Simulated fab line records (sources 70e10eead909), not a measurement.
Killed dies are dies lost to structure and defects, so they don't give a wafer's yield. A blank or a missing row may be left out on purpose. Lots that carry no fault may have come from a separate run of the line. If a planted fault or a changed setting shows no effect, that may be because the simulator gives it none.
fab line records -- flow nand-harc
record: lots: 6, wafers: 17, last-day: 32
route steps=1302 shown A_ONON_D1@432 END@1302
lots untouched by any fault: they come from a run of this same line in which no faults occurred
start-h: start of the lot's first displayed wafer, in hours after the record's first day -- wait-h: how many hours have passed since the lot's step before this one -- " unchanged from the row above -- L1.1+2: one row covering several wafers at once -- - no value, or no start given -- * or withheld: withheld -- < > ~ a bound
route shown NAME@n: a module of which the file shows steps, and the number in the route of the first -- usual: mean/standard deviation of fault-free wafers -- same: alike in all rows -- chamber/n: place in a boat -- sites: per-site readings -- _std_site: their standard deviation -- _edge_site: the outer-site mean with the inner-site mean subtracted -- radius-mm: for every site, how far away it sits from the centre of the wafer -- mask NAME#n: copy n -- behind: the tool/chamber that last shaped the wafer -- hold: the reason the lot was held/the length of the hold in hours/how it ended -- device: which transistor (n, p or np) failed to switch -- end of line: tests run on the same wafers once the route is complete -- a step given without rows: its recipe and nothing more -- killed: count of dies lost to structure and defects at first sort (not the wafer's yield) -- map: a wafer's dies, marking killed ones x, the rest . and places with no die _
set.NAME: the setting the step ran with; set.NAME@STEP: the setting that earlier step ran with -- model.NAME: the simulator's own value behind a step, which no gauge read
a table for each step, a row for each wafer; lots at some steps of the route
services: the hour from which a tool's chamber was out of use, counted from the record's first day as start-h (under 0 if before that day), plus the number of hours and why
== steps ==
step: NHARC_A_ONON_D1_DEP_12
recipe: target-thk-a: 10000, n2-flow-sccm: 2750, n2o-flow-sccm: 2000, nh3-flow-sccm: 500, sih4-flow-sccm: 210, temp-c: 400
step: NHARC_A_ONON_D1_THK_MEAS_14
recipe: thk-meas-gauge: ellipsometry
usual: thk-nm: 1003/9.6
lot.wafer,tool,chamber,start-h,wait-h,thk-nm
L232.2,film-metro-02,-,202.10,-,1005
L232.4,film-metro-02,-,202.10,-,1007
L232.5,film-metro-02,-,202.10,-,1005
L233.1,film-metro-02,-,209.68,-,1003
L233.2,film-metro-02,-,209.68,-,1002
L233.4,film-metro-02,-,209.68,-,1002
L240.2,film-metro-02,-,280.23,-,1004
L240.5,film-metro-02,-,280.23,-,1006
L240.6,film-metro-02,-,280.23,-,1005
L241.4,film-metro-02,-,306.69,-,1009
L241.6,film-metro-02,-,306.69,-,1008
L248.1,film-metro-02,-,364.98,-,989
L248.3,film-metro-02,-,364.98,-,990
L248.4,film-metro-02,-,364.98,-,990
L250.2,film-metro-01,-,382.36,-,990
L250.5,film-metro-01,-,382.36,-,990
L250.6,film-metro-01,-,382.36,-,989
step: NHARC_A_ONON_D1_ANNEAL_15
recipe: temp-c: 750, time-s: 3600
step: NHARC_A_ONON_D1_DEP_16
recipe: target-thk-a: 10000, n2-flow-sccm: 2750, n2o-flow-sccm: 2000, nh3-flow-sccm: 500, sih4-flow-sccm: 210, temp-c: 400
step: NHARC_A_ONON_D1_THK_MEAS_18
recipe: thk-meas-gauge: ellipsometry
usual: thk-nm: 996/14
lot.wafer,tool,chamber,start-h,wait-h,thk-nm
L232.2,film-metro-01,-,210.96,-,985
L232.4,film-metro-01,-,210.96,-,984
L232.5,film-metro-01,-,210.96,-,984
L233.1,film-metro-02,-,217.50,-,987
L233.2,film-metro-02,-,217.50,-,988
L233.4,film-metro-02,-,217.50,-,987
L240.2,film-metro-01,-,287.82,-,999
L240.5,film-metro-01,-,287.82,-,998
L240.6,film-metro-01,-,287.82,-,999
L241.4,film-metro-02,-,314.72,-,1021
L241.6,film-metro-02,-,314.72,-,1019
L248.1,film-metro-01,-,372.91,-,994
L248.3,film-metro-01,-,372.91,-,994
L248.4,film-metro-01,-,372.91,-,994
L250.2,film-metro-01,-,391.52,-,999
L250.5,film-metro-01,-,391.52,-,996
L250.6,film-metro-01,-,391.52,-,997
step: NHARC_A_ONON_D1_DEP_19
recipe: target-thk-a: 10000, n2-flow-sccm: 2750, n2o-flow-sccm: 2000, nh3-flow-sccm: 500, sih4-flow-sccm: 210, temp-c: 400
step: NHARC_A_ONON_D1_THK_MEAS_21
recipe: thk-meas-gauge: ellipsometry
usual: thk-nm: 1000/12
lot.wafer,tool,chamber,start-h,wait-h,thk-nm
L232.2,film-metro-01,-,211.52,-,978
L232.4,film-metro-01,-,211.52,-,981
L232.5,film-metro-01,-,211.52,-,979
L233.1,film-metro-02,-,218.07,-,1021
L233.2,film-metro-02,-,218.07,-,1023
L233.4,film-metro-02,-,218.07,-,1023
L240.2,film-metro-01,-,288.38,-,1018
L240.5,film-metro-01,-,288.38,-,1018
L240.6,film-metro-01,-,288.38,-,1018
L241.4,film-metro-01,-,315.29,-,991
L241.6,film-metro-01,-,315.29,-,990
L248.1,film-metro-01,-,373.47,-,999
L248.3,film-metro-01,-,373.47,-,1000
L248.4,film-metro-01,-,373.47,-,1000
L250.2,film-metro-02,-,392.09,-,992
L250.5,film-metro-02,-,392.09,-,991
L250.6,film-metro-02,-,392.09,-,992
step: NHARC_A_ONON_D1_DEP_22
recipe: target-thk-a: 10000, n2-flow-sccm: 2750, n2o-flow-sccm: 2000, nh3-flow-sccm: 500, sih4-flow-sccm: 210, temp-c: 400
step: NHARC_A_ONON_D1_THK_MEAS_24
recipe: thk-meas-gauge: ellipsometry
usual: thk-nm: 1001/11
lot.wafer,tool,chamber,start-h,wait-h,thk-nm
L232.2,film-metro-01,-,212.10,-,999
L232.4,film-metro-01,-,212.10,-,1000
L232.5,film-metro-01,-,212.10,-,998
L233.1,film-metro-01,-,218.64,-,1027
L233.2,film-metro-01,-,218.64,-,1031
L233.4,film-metro-01,-,218.64,-,1030
L240.2,film-metro-02,-,288.95,-,1001
L240.5,film-metro-02,-,288.95,-,1000
L240.6,film-metro-02,-,288.95,-,1001
L241.4,film-metro-02,-,315.85,-,1014
L241.6,film-metro-02,-,315.85,-,1014
L248.1,film-metro-01,-,374.04,-,989
L248.3,film-metro-01,-,374.04,-,990
L248.4,film-metro-01,-,374.04,-,991
L250.2,film-metro-01,-,392.65,-,1011
L250.5,film-metro-01,-,392.65,-,1010
L250.6,film-metro-01,-,392.65,-,1009
step: NHARC_A_ONON_D1_DEP_25
recipe: target-thk-a: 10000, n2-flow-sccm: 2750, n2o-flow-sccm: 2000, nh3-flow-sccm: 500, sih4-flow-sccm: 210, temp-c: 400
step: NHARC_A_ONON_D1_THK_MEAS_27
recipe: thk-meas-gauge: ellipsometry
usual: thk-nm: 1002/10
lot.wafer,tool,chamber,start-h,wait-h,thk-nm
L232.2,film-metro-01,-,212.67,-,1010
L232.4,film-metro-01,-,212.67,-,1012
L232.5,film-metro-01,-,212.67,-,1013
L233.1,film-metro-02,-,219.20,-,1004
L233.2,film-metro-02,-,219.20,-,1004
L233.4,film-metro-02,-,219.20,-,1005
L240.2,film-metro-01,-,289.51,-,1007
L240.5,film-metro-01,-,289.51,-,1008
L240.6,film-metro-01,-,289.51,-,1007
L241.4,film-metro-01,-,316.42,-,992
L241.6,film-metro-01,-,316.42,-,993
L248.1,film-metro-01,-,374.60,-,984
L248.3,film-metro-01,-,374.60,-,984
L248.4,film-metro-01,-,374.60,-,984
L250.2,film-metro-01,-,393.22,-,1001
L250.5,film-metro-01,-,393.22,-,1002
L250.6,film-metro-01,-,393.22,-,1003
step: NHARC_A_ONON_D1_DEP_28
recipe: target-thk-a: 10000, n2-flow-sccm: 2750, n2o-flow-sccm: 2000, nh3-flow-sccm: 500, sih4-flow-sccm: 210, temp-c: 400
usual: nh3-flow-sccm: 500.2/1.7
lot.wafer,tool,chamber,start-h,wait-h,nh3-flow-sccm
L232.2,pecvd-onon-03,0,212.78,0.1,497.9
L232.4,pecvd-onon-03,0,212.78,0.1,498.1
L232.5,pecvd-onon-03,0,212.78,0.1,497.5
L233.1,pecvd-onon-02,0,219.26,0.1,501.6
L233.2,pecvd-onon-02,0,219.26,0.1,500.4
L233.4,pecvd-onon-02,0,219.26,0.1,501.9
L240.2,pecvd-onon-02,0,289.63,0.1,503.6
L240.5,pecvd-onon-02,0,289.63,0.1,500.0
L240.6,pecvd-onon-02,0,289.63,0.1,503.8
L241.4,pecvd-onon-02,0,316.65,0.2,498.4
L241.6,pecvd-onon-02,0,316.65,0.2,498.5
L248.1,pecvd-onon-04,0,374.66,0.1,500.0
L248.3,pecvd-onon-04,0,374.66,0.1,499.8
L248.4,pecvd-onon-04,0,374.66,0.1,499.8
L250.2,pecvd-onon-02,0,393.33,0.1,502.5
L250.5,pecvd-onon-02,0,393.33,0.1,500.0
L250.6,pecvd-onon-02,0,393.33,0.1,502.9
step: NHARC_A_ONON_D1_THK_MEAS_30
recipe: thk-meas-gauge: ellipsometry
usual: thk-nm: 1005/10
lot.wafer,tool,chamber,start-h,wait-h,hold,thk-nm
L232.2,film-metro-01,-,213.26,-,-,1007
L232.4,film-metro-01,-,213.26,-,-,1010
L232.5,film-metro-01,-,213.26,-,-,1010
L233.1,film-metro-01,-,219.77,-,-,1011
L233.2,film-metro-01,-,219.77,-,-,1009
L233.4,film-metro-01,-,219.77,-,-,1010
L240.2,film-metro-01,-,290.08,-,await-dispo/0.2h/release,576
L240.5,film-metro-01,-,290.08,-,await-dispo/0.2h/release,988
L240.6,film-metro-01,-,290.08,-,await-dispo/0.2h/release,575
L240.2,film-metro-01,-,290.25,0.2,-,574
L240.5,film-metro-01,-,290.25,0.2,-,987
L240.6,film-metro-01,-,290.25,0.2,-,573
L241.4,film-metro-02,-,316.99,-,await-dispo/0.2h/release,607
L241.6,film-metro-02,-,316.99,-,await-dispo/0.2h/release,606
L241.4,film-metro-02,-,317.16,0.2,-,606
L241.6,film-metro-02,-,317.16,0.2,-,606
L248.1,film-metro-01,-,375.17,-,-,1000
L248.3,film-metro-01,-,375.17,-,-,1001
L248.4,film-metro-01,-,375.17,-,-,999
L250.2,film-metro-02,-,393.78,-,-,993
L250.5,film-metro-02,-,393.78,-,-,995
L250.6,film-metro-02,-,393.78,-,-,994
step: NHARC_A_ONON_D1_DEP_33
recipe: target-thk-a: 2000, temp-c: 400, pressure-torr: 6.5, rf-w: 900, teos-flow-sccm: 161.4, flow-sccm: 2650, target-thk-nm: 200, gas: O2, material: SiO2
usual: flow-sccm: 2651/9.3, heater-power-w: 536/77, throttle-valve-pct: 15.9/0.43
lot.wafer,tool,chamber,start-h,wait-h,hold,flow-sccm,heater-power-w,throttle-valve-pct
L232.2,pecvd-04,1,213.36,0.1,-,2662,474,15.6
L232.4,pecvd-04,1,213.36,0.1,-,2651,497,15.4
L232.5,pecvd-04,2,213.36,0.1,-,2647,528,16.8
L233.1,pecvd-04,1,219.87,0.1,-,2654,468,15.2
L233.2,pecvd-04,2,219.87,0.1,-,2626,631,16.5
L233.4,pecvd-04,0,219.87,0.1,-,2642,664,16.1
L240.2,pecvd-03,2,295.87,5.6,await-dispo/5.5h/release,2656,577,15.5
L240.6,pecvd-03,1,295.87,5.6,await-dispo/5.5h/release,2658,483,16.6
L240.5,pecvd-03,0,295.87,5.6,await-dispo/5.5h/release,2654,470,15.3
L241.6,pecvd-03,2,325.66,8.5,await-dispo/8.3h/release,2647,644,15.7
L241.4,pecvd-03,1,325.66,8.5,await-dispo/8.3h/release,2649,508,16.7
L248.1,pecvd-04,2,375.32,0.1,-,2651,626,16.0
L248.3,pecvd-04,0,375.32,0.1,-,2642,572,15.7
L248.4,pecvd-04,1,375.32,0.1,-,2642,511,15.6
L250.2,pecvd-02,1,393.89,0.1,-,2668,404,15.5
L250.6,pecvd-02,0,393.89,0.1,-,2641,574,16.2
L250.5,pecvd-02,2,393.89,0.1,-,2651,533,15.8
step: NHARC_END_SORT_01
recipe: temp-c: 25
usual: killed-at-array: 63/17, killed-at-other: 0.8/1.1, killed-at-periphery: 3.5/3, killed-dies: 67/17, killed-open: 3.1/1.6, killed-short: 2.6/1.4
same: gross-dies: 677
lot.wafer,tool,chamber,start-h,wait-h,hold,killed-at-array,killed-at-other,killed-at-periphery,killed-dies,killed-open,killed-short
L232.2,prober-02,0,594.37,2.8,-,102,0,2,104,2,3
L232.4,prober-02,0,595.98,3.4,-,75,0,5,80,3,1
L232.5,prober-02,0,596.78,3.7,-,99,0,7,106,5,4
L233.1,prober-01,0,596.17,2.5,-,27,0,3,30,4,3
L233.2,prober-01,0,596.97,2.8,-,24,0,7,31,4,4
L233.4,prober-01,0,598.57,3.4,-,22,1,10,33,5,3
L240.2,prober-02,0,676.54,2.8,await-dispo/9.2h/release,671,2,4,677,5,3
L240.5,prober-02,0,678.91,3.7,await-dispo/9.2h/release,45,2,5,52,3,1
L240.6,prober-02,0,679.69,3.9,await-dispo/9.2h/release,673,0,4,677,4,0
L241.4,prober-01,0,708.37,3.4,await-dispo/3.0h/release,668,0,9,677,6,3
L241.6,prober-01,0,709.95,3.9,await-dispo/3.0h/release,672,1,4,677,1,1
L248.1,prober-02,0,771.10,2.5,-,61,1,4,66,5,4
L248.3,prober-02,0,772.72,3.1,-,57,1,5,63,1,2
L248.4,prober-02,0,773.53,3.4,-,59,0,2,61,1,3
L250.2,prober-01,0,771.86,2.8,-,59,0,1,60,4,4
L250.5,prober-01,0,774.27,3.7,-,54,1,3,58,2,2
L250.6,prober-01,0,775.07,4.0,-,42,2,2,46,3,4
killed by level:class
L232.2 A_CHANNEL_HOLE_D1:chamber-film-flake=39 A_CHANNEL_HOLE_D2:chamber-film-flake=25 A_SLIT:chamber-film-flake=21 A_CONTACT:chamber-film-flake=9 P_STI:geometric-particle:open=1 A_ONON_D1:geometric-particle:short=1 A_CHANNEL_FILL_D1:geometric-particle:short=1 A_CHANNEL_FILL_D2:geometric-particle:open=1
L232.4 A_SLIT:chamber-film-flake=27 A_CHANNEL_HOLE_D1:chamber-film-flake=21 A_CHANNEL_HOLE_D2:chamber-film-flake=20 P_STI:chamber-film-flake=3 P_GATE:geometric-particle:open=1 A_ONON_D1:geometric-particle:open=1 A_WL_FILL:geometric-particle:short=1 A_BLC:geometric-particle:open=1
L233.1 A_CHANNEL_HOLE_D2:chamber-film-flake=17 P_CONTACT:geometric-particle:open=2 A_CHANNEL_FILL_D2:chamber-film-flake=2 A_CHANNEL_FILL_D1:geometric-particle:short=1 A_SGD_CUT:geometric-particle:short=1 A_WL_FILL:geometric-particle:short=1 A_CONTACT:geometric-particle:open=1 A_M0:geometric-particle:open=1
L232.5 A_CHANNEL_HOLE_D2:chamber-film-flake=34 A_SLIT:chamber-film-flake=29 A_CHANNEL_HOLE_D1:chamber-film-flake=27 P_M1:geometric-particle:open=2 P_STI:chamber-film-flake=2 P_M0:geometric-particle:short=1 A_ONON_D1:geometric-particle:open=1 A_ONON_D1:geometric-particle:short=1
L233.2 A_CHANNEL_HOLE_D2:chamber-film-flake=11 A_CHANNEL_FILL_D1:geometric-particle:short=3 P_STI:chamber-film-flake=3 A_CHANNEL_HOLE_D1:chamber-film-flake=3 P_GATE:chamber-film-flake=2 A_CONTACT:chamber-film-flake=2 P_CONTACT:geometric-particle:open=1 A_CHANNEL_FILL_D1:geometric-particle:open=1
L233.4 A_CHANNEL_HOLE_D2:chamber-film-flake=10 P_STI:chamber-film-flake=5 A_CONTACT:chamber-film-flake=3 P_M1:geometric-particle:open=2 P_GATE:chamber-film-flake=2 P_M0:geometric-particle:open=1 A_SOURCE_PLATE:geometric-particle:short=1 A_ONON_D1:geometric-particle:short=1
L240.2 A_ONON_D1:area-dep=625 A_CHANNEL_HOLE_D2:chamber-film-flake=15 A_CHANNEL_HOLE_D1:chamber-film-flake=6 A_CONTACT:chamber-film-flake=5 A_M1:chamber-film-flake=4 P_ZERO_WELL:chamber-film-flake=3 A_CHANNEL_FILL_D1:chamber-film-flake=2 A_STAIRCASE:chamber-film-flake=2
L240.5 A_CHANNEL_HOLE_D2:chamber-film-flake=20 A_CHANNEL_HOLE_D1:chamber-film-flake=5 A_STAIRCASE:chamber-film-flake=4 A_SLIT:chamber-film-flake=4 P_GATE:chamber-film-flake=3 A_CONTACT:geometric-particle:open=2 P_ZERO_WELL:chamber-film-flake=2 A_WL_FILL:chamber-film-flake=2
L240.6 A_ONON_D1:area-dep=625 A_CHANNEL_HOLE_D2:chamber-film-flake=23 A_SLIT:chamber-film-flake=6 A_CHANNEL_HOLE_D1:chamber-film-flake=5 A_CONTACT:chamber-film-flake=3 A_M1:chamber-film-flake=3 P_GATE:chamber-film-flake=2 P_CONTACT:geometric-particle:open=1
L241.4 A_ONON_D1:area-dep=594 A_SLIT:chamber-film-flake=34 A_CHANNEL_HOLE_D1:chamber-film-flake=24 P_STI:chamber-film-flake=3 A_WL_FILL:chamber-film-flake=3 A_CONTACT:chamber-film-flake=3 P_M0:geometric-particle:open=2 P_BONDPAD:chamber-film-flake=2
L241.6 A_ONON_D1:area-dep=592 A_SLIT:chamber-film-flake=37 A_CHANNEL_HOLE_D1:chamber-film-flake=31 A_CONTACT:chamber-film-flake=4 A_CHANNEL_FILL_D1:chamber-film-flake=3 P_BONDPAD:chamber-film-flake=2 A_WL_FILL:geometric-particle:short=1 A_BLC:geometric-particle:open=1
L248.1 A_CHANNEL_HOLE_D2:chamber-film-flake=21 A_CHANNEL_HOLE_D1:chamber-film-flake=11 A_CONTACT:chamber-film-flake=9 A_SLIT:chamber-film-flake=9 A_STAIRCASE:chamber-film-flake=3 P_GATE:chamber-film-flake=2 P_M0:geometric-particle:open=1 P_M1:geometric-particle:short=1
L250.2 A_CHANNEL_HOLE_D2:chamber-film-flake=24 A_CHANNEL_HOLE_D1:chamber-film-flake=13 A_SLIT:chamber-film-flake=9 A_CONTACT:chamber-film-flake=3 A_DECK1_JOINT:geometric-particle:open=2 A_STAIRCASE:chamber-film-flake=2 P_CONTACT:geometric-particle:short=1 A_ONON_D1:geometric-particle:short=1
L248.3 A_CHANNEL_HOLE_D2:chamber-film-flake=25 A_CONTACT:chamber-film-flake=10 A_CHANNEL_HOLE_D1:chamber-film-flake=8 A_SLIT:chamber-film-flake=5 P_GATE:chamber-film-flake=4 A_STAIRCASE:chamber-film-flake=4 P_M0:geometric-particle:open=1 A_SOURCE_PLATE:geometric-particle:short=1
L248.4 A_CHANNEL_HOLE_D2:chamber-film-flake=28 A_CONTACT:chamber-film-flake=10 A_CHANNEL_HOLE_D1:chamber-film-flake=8 A_STAIRCASE:chamber-film-flake=4 A_SLIT:chamber-film-flake=3 A_ONON_D2:geometric-particle:short=2 P_GATE:chamber-film-flake=2 A_CHANNEL_FILL_D2:geometric-particle:short=1
L250.5 A_CHANNEL_HOLE_D2:chamber-film-flake=31 A_SLIT:chamber-film-flake=10 A_CHANNEL_HOLE_D1:chamber-film-flake=7 A_CONTACT:chamber-film-flake=3 P_CONTACT:geometric-particle:short=1 P_CONTACT:geometric-particle:open=1 A_WL_FILL:geometric-particle:short=1 A_M0:geometric-particle:open=1
L250.6 A_CHANNEL_HOLE_D2:chamber-film-flake=21 A_CHANNEL_HOLE_D1:chamber-film-flake=14 A_SLIT:chamber-film-flake=3 P_M0:geometric-particle:open=2 A_DECK1_JOINT:geometric-particle:open=1 A_ONON_D2:geometric-particle:short=1 A_CHANNEL_FILL_D2:geometric-particle:short=1 A_WL_FILL:geometric-particle:short=1
map L240.2 (x killed, . not)
____________x____________
_________xxxxxxx_________
_______xxxxxxxxxxx_______
______xxxxxxxxxxxxx______
_____xxxxxxxxxxxxxxx_____
____xxxxxxxxxxxxxxxxx____
____xxxxxxxxxxxxxxxxx____
___xxxxxxxxxxxxxxxxxxx___
___xxxxxxxxxxxxxxxxxxx___
__xxxxxxxxxxxxxxxxxxxxx__
__xxxxxxxxxxxxxxxxxxxxx__
_xxxxxxxxxxxxxxxxxxxxxxx_
_xxxxxxxxxxxxxxxxxxxxxxx_
_xxxxxxxxxxxxxxxxxxxxxxx_
_xxxxxxxxxxxxxxxxxxxxxxx_
_xxxxxxxxxxxxxxxxxxxxxxx_
xxxxxxxxxxxxxxxxxxxxxxxxx
xxxxxxxxxxxxxxxxxxxxxxxxx
xxxxxxxxxxxxxxxxxxxxxxxxx
xxxxxxxxxxxxxxxxxxxxxxxxx
xxxxxxxxxxxxxxxxxxxxxxxxx
_xxxxxxxxxxxxxxxxxxxxxxx_
_xxxxxxxxxxxxxxxxxxxxxxx_
_xxxxxxxxxxxxxxxxxxxxxxx_
_xxxxxxxxxxxxxxxxxxxxxxx_
_xxxxxxxxxxxxxxxxxxxxxxx_
__xxxxxxxxxxxxxxxxxxxxx__
__xxxxxxxxxxxxxxxxxxxxx__
___xxxxxxxxxxxxxxxxxxx___
___xxxxxxxxxxxxxxxxxxx___
____xxxxxxxxxxxxxxxxx____
____xxxxxxxxxxxxxxxxx____
_____xxxxxxxxxxxxxxx_____
______xxxxxxxxxxxxx______
_______xxxxxxxxxxx_______
_________xxxxxxx_________
____________x____________
map L241.4 (x killed, . not)
____________x____________
_________xxxxxxx_________
_______xxxxxxxxxxx_______
______xxxxxxxxxxxxx______
_____xxxxxxxxxxxxxxx_____
____xxxxxxxxxxxxxxxxx____
____xxxxxxxxxxxxxxxxx____
___xxxxxxxxxxxxxxxxxxx___
___xxxxxxxxxxxxxxxxxxx___
__xxxxxxxxxxxxxxxxxxxxx__
__xxxxxxxxxxxxxxxxxxxxx__
_xxxxxxxxxxxxxxxxxxxxxxx_
_xxxxxxxxxxxxxxxxxxxxxxx_
_xxxxxxxxxxxxxxxxxxxxxxx_
_xxxxxxxxxxxxxxxxxxxxxxx_
_xxxxxxxxxxxxxxxxxxxxxxx_
xxxxxxxxxxxxxxxxxxxxxxxxx
xxxxxxxxxxxxxxxxxxxxxxxxx
xxxxxxxxxxxxxxxxxxxxxxxxx
xxxxxxxxxxxxxxxxxxxxxxxxx
xxxxxxxxxxxxxxxxxxxxxxxxx
_xxxxxxxxxxxxxxxxxxxxxxx_
_xxxxxxxxxxxxxxxxxxxxxxx_
_xxxxxxxxxxxxxxxxxxxxxxx_
_xxxxxxxxxxxxxxxxxxxxxxx_
_xxxxxxxxxxxxxxxxxxxxxxx_
__xxxxxxxxxxxxxxxxxxxxx__
__xxxxxxxxxxxxxxxxxxxxx__
___xxxxxxxxxxxxxxxxxxx___
___xxxxxxxxxxxxxxxxxxx___
____xxxxxxxxxxxxxxxxx____
____xxxxxxxxxxxxxxxxx____
_____xxxxxxxxxxxxxxx_____
______xxxxxxxxxxxxx______
_______xxxxxxxxxxx_______
_________xxxxxxx_________
____________x____________
== services ==
tool,chamber,start-h,hours,kind
pecvd-03,0,198.00,-,clean
pecvd-03,1,198.00,-,clean
pecvd-03,2,198.00,-,clean
pecvd-onon-04,-,211.70,2.9,repair
pecvd-onon-03,-,218.94,5.7,repair
pecvd-onon-03,-,227.00,13.0,pm
pecvd-02,-,227.10,13.0,pm
pecvd-02,0,254.51,4.5,repair
pecvd-03,-,256.79,0.4,repair
pecvd-02,2,262.71,12.6,repair
pecvd-04,-,269.12,13.0,pm
pecvd-04,0,269.12,13.0,vent-cycle
pecvd-04,1,269.12,13.0,vent-cycle
pecvd-04,2,269.12,13.0,vent-cycle
pecvd-04,0,282.12,-,clean
pecvd-04,1,282.12,-,clean
pecvd-04,2,282.12,-,clean
pecvd-04,-,298.80,0.3,repair
pecvd-onon-04,-,311.28,13.0,pm
pecvd-02,-,343.00,5.2,repair
pecvd-03,-,366.03,13.0,pm
pecvd-03,0,366.03,13.0,vent-cycle
pecvd-03,1,366.03,13.0,vent-cycle
pecvd-onon-02,-,366.18,13.0,pm
== key ==
first-sign: step: NHARC_A_ONON_D1_THK_MEAS_30, reading: visit, direction: added
effect: step: NHARC_A_ONON_D1_THK_MEAS_30, reading: thk-nm, direction: down, sigmas: 40, usual: 1005, struck: 591
effect: step: NHARC_END_SORT_01, reading: killed-dies, direction: up, sigmas: 35, usual: 67, struck: 677
more-kills-born-at: NHARC_A_ONON_D1_DEP_28@pecvd-onon-02: 2436
met-at NHARC_A_ONON_D1_DEP_28
struck-wafers L240.2,L240.6,L241.4,L241.6
later-rows-left-out L240.2,L240.6,L241.4,L241.6
tester-left-out L240,L241
onset-between 219.26 289.63
fault: kind: process-parameter-drift, tool: pecvd-onon-02, chamber: -, onset-h: 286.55, steps: NHARC_A_ONON_D1_DEP_28, channel: target-thk-a, offset: *, shape: step, end-h: 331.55, scope: struck-wafers-only, acts-in: *, stated: *
tester-left-out: of these lots the tester's yield and bins aren't shown, on N5 and GAA mostly nor the transistor test; their killed dies are dies lost to structure and defects alone, not to doping, threshold or leakage, so they don't give the yield
later-rows-left-out: the simulator's readings of these wafers behind a module that went badly wrong aren't trusted and aren't shown, but for the sort
